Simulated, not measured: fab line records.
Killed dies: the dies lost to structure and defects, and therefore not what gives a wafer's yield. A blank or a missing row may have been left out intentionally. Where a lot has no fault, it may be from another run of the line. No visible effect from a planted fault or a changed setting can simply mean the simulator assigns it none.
Which tool is to blame?	flow nand-harc	Sampling: 12 lots, 36 wafers, 6 of 1159 route steps

WHAT THE GAUGES READ, wafer by wafer
NHARC_P_GATE_INSPECT_28.
lot	measured	on	raw-defect-count
L967	day 5 01:07	defect-inspect-02	6 5 3
L971	day 5 16:46	defect-inspect-01	5 7 4
L970	day 5 17:32	defect-inspect-02	6 4 2
L972	day 6 04:49	defect-inspect-01	5 8 10
L973	day 6 14:56	defect-inspect-01	5 4 8
L974	day 6 15:08	defect-inspect-02	8 10 6
L975	day 7 02:28	defect-inspect-02	4 1 2
L976	day 7 03:04	defect-inspect-02	6 8 1
L979	day 7 21:37	defect-inspect-01	2 5 5
L985	day 9 07:58	defect-inspect-02	4 12 293
L988	day 10 07:14	defect-inspect-02	1 8 6
L987	day 10 06:53	defect-inspect-02	6 4 2

NHARC_END_SORT_01.
lot	measured	on	killed-at-array	killed-at-other	killed-at-periphery	killed-dies	killed-open	killed-short
L967	day 19 19:55	prober-01	25 29 35	0 0 0	1 0 3	26 29 38	3 1 4	2 1 3
L971	day 20 02:53	prober-02	15 33 23	0 0 0	4 5 1	19 38 24	1 5 3	2 1 2
L970	day 20 09:52	prober-01	20 22 20	0 0 0	1 3 0	21 25 20	7 4 2	0 6 1
L972	day 20 11:31	prober-02	26 25 31	0 0 0	3 1 3	29 26 34	3 2 5	0 2 3
L973	day 20 20:01	prober-01	27 37 23	5 1 1	5 3 4	37 41 28	0 5 1	1 2 4
L974	day 21 12:28	prober-02	23 18 28	4 0 3	4 3 2	31 21 33	3 1 5	0 1 0
L975	day 21 21:52	prober-01	49 49 40	1 0 1	2 1 3	52 50 44	1 5 3	2 1 2
L976	day 21 12:27	prober-01	34 22 14	0 0 0	2 3 4	36 25 18	3 4 3	2 3 0
L979	day 22 04:53	prober-01	31 28 30	2 1 1	2 5 4	35 34 35	3 6 4	6 5 4
L985	day 23 19:53	prober-01	12 17 20	1 2 0	3 0 42	16 19 62	2 1 6	1 5 1
L988	day 25 19:43	prober-02	35 31 35	0 3 1	5 6 5	40 40 41	6 5 4	1 1 2
L987	day 25 10:47	prober-02	18 17 22	0 0 0	2 3 1	20 20 23	2 4 3	3 3 5

TOOL THAT RAN EACH LOT (tool first, then ch and the chambers of the sampled wafers, then the start)
lot	NHARC_P_GATE_ETCH_69	NHARC_P_GATE_DEP_103	NHARC_P_GATE_DESCUM_31	NHARC_P_GATE_HM_OPEN_105
L967	wet-bench-09 ch 4,5,6, day 4 01:10	pecvd-01 ch 0,1,2, day 5 00:20	rie-diel-08 ch 0,2,3, day 5 01:13	rie-diel-08 ch 0,3, day 19 19:55 or earlier
L971	wet-bench-09 ch 1,3,7, day 4 18:41	pecvd-01 ch 0,2, day 5 16:09	rie-diel-08 ch 2,3, day 5 16:50	rie-diel-08 ch 0,3, day 20 02:53 or earlier
L970	wet-bench-06 ch 2,3,4, day 4 18:41	pecvd-01 ch 0,2, day 5 16:45	rie-diel-08 ch 0,1,3, day 5 17:35	rie-diel-08 ch 1,2,3, day 20 09:52 or earlier
L972	wet-bench-06 ch 1,3,4, day 5 02:37	pecvd-01 ch 0,1, day 6 04:08	rie-diel-06 ch 0,2,3, day 6 04:54	rie-diel-06 ch 0,3, day 20 11:31 or earlier
L973	wet-bench-03 ch 0,1,6, day 5 13:45	pecvd-01 ch 0,1, day 6 14:19	rie-diel-08 ch 1,2,3, day 6 15:00	rie-diel-08 ch 0,1, day 20 20:01 or earlier
L974	wet-bench-03 ch 0,1,5, day 5 19:25	pecvd-03 ch 1,2, day 6 14:20	rie-diel-08 ch 1,2, day 6 15:14	rie-diel-08 ch 0,1,2, day 21 12:28 or earlier
L975	wet-bench-06 ch 0,2,3, day 6 02:49	pecvd-01 ch 0,1,2, day 7 01:47	rie-diel-06 ch 2,3, day 7 02:31	rie-diel-06 ch 1,2,3, day 21 21:52 or earlier
L976	wet-bench-03 ch 3,5,6, day 6 02:50	pecvd-01 ch 0,1,2, day 7 02:25	rie-diel-08 ch 0,1,3, day 7 03:08	rie-diel-08 ch 0,2,3, day 21 12:27 or earlier
L979	wet-bench-03 ch 3,4,7, day 6 22:32	pecvd-04 ch 0,1,2, day 7 20:49	rie-diel-04 ch 0,2,3, day 7 21:42	rie-diel-04 ch 0,2, day 22 04:53 or earlier
L985	wet-bench-09 ch 2,6,7, day 8 10:08	pecvd-01 ch 0,1,2, day 9 07:19	rie-diel-04 ch 1,2, day 9 08:02	rie-diel-04 ch 2,3, day 23 19:53 or earlier
L988	wet-bench-09 ch 0,4,5, day 9 08:13	pecvd-01 ch 0,1, day 10 06:26	rie-diel-08 ch 1,2,3, day 10 07:19	rie-diel-08 ch 1,2,3, day 25 19:43 or earlier
L987	wet-bench-06 ch 1,4,6, day 9 08:14	pecvd-03 ch 0,1,2, day 10 05:58	rie-diel-08 ch 1,2, day 10 06:58	rie-diel-08 ch 2,3, day 25 10:47 or earlier
- NHARC_P_GATE_ETCH_69: etches SiO2 in dHF, target depth 14 nm.
- NHARC_P_GATE_DEP_103: deposits SiON, target thk 30 nm.
- NHARC_P_GATE_DESCUM_31: chemistry O2, time 3 s.
- NHARC_P_GATE_HM_OPEN_105: chemistry O2/COS, target depth 360 nm.

WHAT THE TOOLS THEMSELVES READ (means of the sampled wafers that have a number; where no wafer has one, the mark that the record gives instead)
NHARC_P_GATE_DEP_103.
lot	tool	heater-power-outer-w (W)	heater-power-w (W)
L967	pecvd-01	471	779
L971	pecvd-01	498	786
L970	pecvd-01	490	764
L972	pecvd-01	488	839
L973	pecvd-01	523	890
L974	pecvd-03	451	771
L975	pecvd-01	513	840
L976	pecvd-01	511	834
L979	pecvd-04	464	713
L985	pecvd-01	498	834
L988	pecvd-01	533	902
L987	pecvd-03	481	807

NHARC_P_GATE_DESCUM_31.
lot	tool	drypump-motor-current-A (A)	oes-product-au (a.u.)	rf-vpp-V (V)	showerhead-plenum-p-Torr (Torr)	throttle-valve-pct (%)
L967	rie-diel-08	5.8	1.003	57.4	1.91	11.304
L971	rie-diel-08	5.3	1.000	58.2	1.97	11.313
L970	rie-diel-08	6.2	0.999	56.2	1.86	11.313
L972	rie-diel-06	5.7	1.000	58.2	1.87	11.310
L973	rie-diel-08	5.7	0.987	57.1	1.92	11.314
L974	rie-diel-08	5.7	0.988	58.1	1.93	11.316
L975	rie-diel-06	5.7	0.998	58.0	1.88	11.312
L976	rie-diel-08	6.2	1.002	57.4	1.86	11.308
L979	rie-diel-04	5.8	0.997	57.9	2.01	11.304
L985	rie-diel-04	5.5	1.005	58.2	1.96	11.313
L988	rie-diel-08	5.7	0.990	58.4	1.92	11.311
L987	rie-diel-08	5.3	0.991	57.7	1.99	11.306

NHARC_P_GATE_HM_OPEN_105.
lot	tool	bias-w (W)	drypump-motor-current-A (A)	oes-product-au (a.u.)	rf-vpp-V (V)	showerhead-plenum-p-Torr (Torr)	throttle-valve-pct (%)
L967	rie-diel-08	300.3	6.3	1.011	465.5	3.03	28.331
L971	rie-diel-08	301.2	6.2	0.996	464.7	3.01	28.332
L970	rie-diel-08	300.4	5.7	1.002	466.4	3.13	28.332
L972	rie-diel-06	301.1	5.7	1.006	466.1	3.05	28.328
L973	rie-diel-08	299.8	6.3	1.004	466.0	3.05	28.325
L974	rie-diel-08	300.0	5.8	1.004	467.7	3.14	28.326
L975	rie-diel-06	299.7	5.9	1.008	466.2	3.07	28.338
L976	rie-diel-08	300.8	5.8	0.994	466.7	3.12	28.333
L979	rie-diel-04	299.8	5.7	1.002	470.0	3.27	28.331
L985	rie-diel-04	300.7	5.7	0.986	470.0	3.32	28.336
L988	rie-diel-08	300.1	5.8	0.992	466.6	3.12	28.331
L987	rie-diel-08	299.7	5.3	0.998	468.9	3.20	28.329

THE ANSWER, worked out from the rows above alone
Rule: the lots themselves supply what counts as usual. The widest of any qualifying gaps counts: lots, ordered by their means at a reading, are off when they make up no more than a third of the lots, leave a main group of 4 or more, and stand apart from it by 3 or more times the standard deviation of that group's means. A main group is skipped when, at the precision printed for the reading in the tables above, its means are all equal. Also off: a lot with no number at a reading for which 4 or more lots have one. All remaining lots with rows at the step are treated as sound. First the gauges in route order, then the tools' own readings, where a lot's mean is used as printed above. At the first step where some lot is off, the reading lying furthest off is the one used; lots without a number count as furthest.
Off at NHARC_P_GATE_INSPECT_28 (raw-defect-count): L985. Main group: mean 5.1, sd 1.6.
If a tool, at a process step before that reading, ran all the lots that are off and no sound lot after the first of them, it fits. The gauges at NHARC_P_GATE_INSPECT_28 aren't tried: what is off there is off at NHARC_END_SORT_01 too, on other tools, and a gauge's error can't cause that. None of those tried fits.

WHAT THE SIMULATOR HAD INSERTED
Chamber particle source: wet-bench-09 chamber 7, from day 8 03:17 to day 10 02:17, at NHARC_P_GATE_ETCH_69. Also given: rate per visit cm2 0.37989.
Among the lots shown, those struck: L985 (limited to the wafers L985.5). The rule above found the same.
